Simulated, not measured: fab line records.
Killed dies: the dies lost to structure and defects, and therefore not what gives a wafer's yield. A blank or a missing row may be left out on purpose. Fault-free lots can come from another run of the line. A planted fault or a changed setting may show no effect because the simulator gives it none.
A lot that was struck, set against a sound lot -- flow n5Finfet -- 41 steps out of a route of 1938
Sound: the wafers L289.3, L289.5, L289.6. Struck: wafer L291.1. (L291.2, L291.6 of the same lot were not struck and are left out.) The cause comes at the end.
Order at every step that has rows: each side's tool, ch and its chambers, its first start. Under that, the readings that differ: sound wafers -- struck wafers -- difference of the means -- sigmas: that difference in standard deviations of wafers without a fault.
alike: readings with means less than 2 such deviations apart, plus words and numbers identical on both sides. not compared: withheld readings, readings lacking a value on some wafer, bounds such as >300 that could conceal the same value, and numbers that have no deviation in the record and whose values overlap.
The two part at a step that has a row with sigmas, a row that says differs or no value, or rows on one side only. Non-overlapping numbers with no deviation appear without sigmas and do not part them. A reading that every wafer of one side lacks parts them only if that side has two wafers or more.

first, 12 steps without rows for these wafers: N5_SD_EPI_N_STRIP_36 (strips in N2/H2); N5_SD_EPI_N_ETCHBACK_44 (etches SiNx in CH3F/O2, stops on SiO2, target depth 14.5 nm); N5_SD_EPI_N_ETCH_45 (etches SiOCN in CH3F/O2, target depth 6 nm); N5_SD_EPI_N_ETCH_16 (etches SiO2 in CHF3/O2, target depth 5 nm); N5_SD_EPI_N_STRIP_47 (strips in CHF3/O2); N5_SD_EPI_N_SD_RECESS_17 (chemistry HBr/Cl2/O2, target depth 41 nm, time 23.7 s, bt time 3 s); N5_SD_EPI_N_STRIP_38 (strips in N2/H2); N5_SD_EPI_N_WET_ETCH_43 (etches SiO2 in dHF, time 14 s, target depth 1.5 nm); N5_SD_EPI_N_STRIP_18 (strips in SPM, time 750 s); N5_SD_EPI_N_SRD_20 (time 30 s); N5_SD_EPI_N_PRECLEAN_48 (cleans in NF3:NH3, afs cycles 2, time 20 s, sublimation time 60 s); N5_SD_EPI_N_VAPOR_ETCH_50 (etches Si in HCl, time 54 s).
N5_SD_EPI_N_EPI_21: deposits Si:P, time 690 s.
  sound on epiRpcvd-04 ch 0, day 6 20:26; struck on epiRpcvd-03 ch 0, day 7 09:32
reading,sound,struck,difference,sigmas
epiGrowthTimeS (s),690 690 690,745,+55,
model.Si-P_of_SD_EPI_N_EPI_21.thkNm (nm),59.4 59.4 59.6,62.4,+2.9,
N5_SD_EPI_N_EPI_MEAS_23:
  sound on filmMetro-01 at day 6 21:36; struck on filmMetro-01 at day 7 11:16
reading,sound,struck,difference,sigmas
thkNm (nm),59.5 58.6 59.3,62.7,+3.6,+3
then, 24 steps without rows for these wafers: N5_SD_EPI_N_PRECLEAN_24 (cleans in O3/DIW, time 60 s); N5_SD_EPI_N_SRD_25 (time 30 s); N5_SD_EPI_N_PRECLEAN_49 (cleans in NF3:NH3, afs cycles 1, time 20 s, sublimation time 60 s); N5_SD_EPI_N_LINER_46 (material SiNx, target thk 3 nm); N5_SD_EPI_P_COAT_34 (time 60 s, resist thk 350 nm); N5_SD_EPI_P_COAT_35 (time 60 s, resist thk 35 nm); N5_SD_EPI_P_COAT_03 (resist thk 150 nm); N5_SD_EPI_P_EBR_05; N5_SD_EPI_P_SOFTBAKE_04 (time 60 s); N5_SD_EPI_P_EXPOSE_06 (exposes mask SD P BLK, target cd 240 nm); N5_SD_EPI_P_PEB_07 (peb time 60 s); N5_SD_EPI_P_DEVELOP_08 (develop time 30 s); N5_SD_EPI_P_DESCUM_14 (chemistry O2, time 7.9 s); N5_SD_EPI_P_ETCH_36 (etches SiARC in CF4, target depth 45.5 nm, time 75.8 s); N5_SD_EPI_P_ETCH_37 (etches SOC in N2/H2, overetch 108 nm, time 486 s); N5_SD_EPI_P_STRIP_38 (strips in N2/H2); N5_SD_EPI_P_ETCHBACK_46 (etches SiNx in CH3F/O2, stops on SiO2, target depth 17.5 nm); N5_SD_EPI_P_ETCH_47 (etches SiOCN in CH3F/O2, target depth 25 nm); N5_SD_EPI_P_ETCH_16 (etches SiO2 in CHF3/O2, target depth 5 nm); N5_SD_EPI_P_STRIP_50 (strips in CHF3/O2); N5_SD_EPI_P_SD_RECESS_17 (chemistry HBr/Cl2/O2, target depth 39.1 nm, bt time 3 s); N5_SD_EPI_P_WET_ETCH_45 (etches SiO2 in dHF, time 10.7 s, target depth 2 nm, rinse time 30 s); N5_SD_EPI_P_STRIP_40 (strips in N2/H2); N5_SD_EPI_P_PRECLEAN_52 (cleans in O3/DIW, time 60 s).
N5_SD_ACTIVATION_RS_MEAS_03: the measuring method here is four-point-probe.
  sound on filmMetro-01 at day 7 02:58; struck on filmMetro-02 at day 7 16:29
reading,sound,struck,difference,sigmas
RS_SD_N (ohm/sq),21.66 21.45 21.75,20.74,-0.88,-3
  alike: RS_SD_P
N5_MOL_CONTACT_COAG_ETCH_15: etches SiNx in CH3F/O2, stops on Si:P, target depth 7 nm.
  sound on rieDiel-01 ch 0,1, day 8 09:16; struck on rieDiel-03 ch 1, day 8 22:20
reading,sound,struck,difference,sigmas
chamberPressureMTorr (mTorr),30.039 30.004 29.976,29.933,-0.073,-3
model.Si-P_of_SD_EPI_N_EPI_21.thkNm (nm),58.6 58.6 58.8,61.6,+2.9,
  alike: drypumpMotorCurrentA, oesProductAu, rfVppV, showerheadPlenumPTorr, throttleValvePct
  not compared: rfHoursCounterH
-- a jump in the record: the struck wafers' starts before and after are 7 days apart (it breaks off in module MOL_CONTACT_COAG and resumes in module BEOL_M4, where the first step shown is number 1111 of the route) --
N5_BEOL_M4_RC_MEAS_101:
  sound on prober-01 ch 0, day 15 09:01; struck on prober-01 ch 0, day 15 18:53
reading,sound,struck,difference,sigmas
RS_SD_N (ohm/sq),28.1 28.2 28.2,27.3,-0.9,-2
  alike: DIBL_N, DIBL_P, IOFF_N, IOFF_P, ION_N, ION_P, SS_N, SS_P, VT_N, VT_P

WHERE THEY PART
First at N5_SD_EPI_N_EPI_MEAS_23; last, within this record, at N5_BEOL_M4_RC_MEAS_101.

WHY: what had been put in by the simulator
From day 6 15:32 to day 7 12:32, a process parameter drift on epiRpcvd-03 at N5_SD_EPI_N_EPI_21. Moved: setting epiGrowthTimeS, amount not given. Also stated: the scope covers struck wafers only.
